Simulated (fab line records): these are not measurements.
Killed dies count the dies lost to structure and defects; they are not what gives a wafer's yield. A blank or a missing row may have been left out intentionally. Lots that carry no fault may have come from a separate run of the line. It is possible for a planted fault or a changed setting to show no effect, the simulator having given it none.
Chamber matching ; flow n5_finfet ; N5_BEOL_M7_ALD_77 on ald_metal-01 has 4 sister chambers
The step deposits TaN, target thk 2 nm, pulse time 2 s, purge time 3 s. 4 wafers are shown with their chamber, then 7 later ones without.

WAFERS PAIRED WITH THEIR CHAMBERS
wafer;chamber;heater_power_w (W)
L086.3;1;537
L088.1;2;417
L091.1;3;350
L091.4;0;451

WAFERS WHOSE CHAMBER IS MISSING
wafer;heater_power_w (W)
L091.5;429
L095.2;519
L095.4;428
L095.6;529
L096.1;356
L096.5;447
L096.6;528

WHICH CHAMBER EACH WENT THROUGH
wafer;from the rows above;in truth
L091.5;can't be placed: 2 or 0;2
L095.2;1;1
L095.4;can't be placed: 2 or 0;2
L095.6;1;1
L096.1;3;3
L096.5;0;0
L096.6;1;1
Placed correctly: 5 of 7. Can't be placed from these rows: 2 (the true chamber is among the candidates in 2). Number placed wrongly: 0.
How it was worked out, from the rows above alone: a wafer's distance from a chamber is the root of the sum, over the readings, of the square of ((its reading less the chamber's mean) divided by the reading's scatter). The wafer belongs to the nearest chamber; if the next one is less than 2 further off, it can't be placed. Each chamber's mean is taken over the wafers shown for it. The scatter (one wafer shown for each chamber): square how far every hidden wafer sits from the nearest shown wafer, average those squares and take the square root.
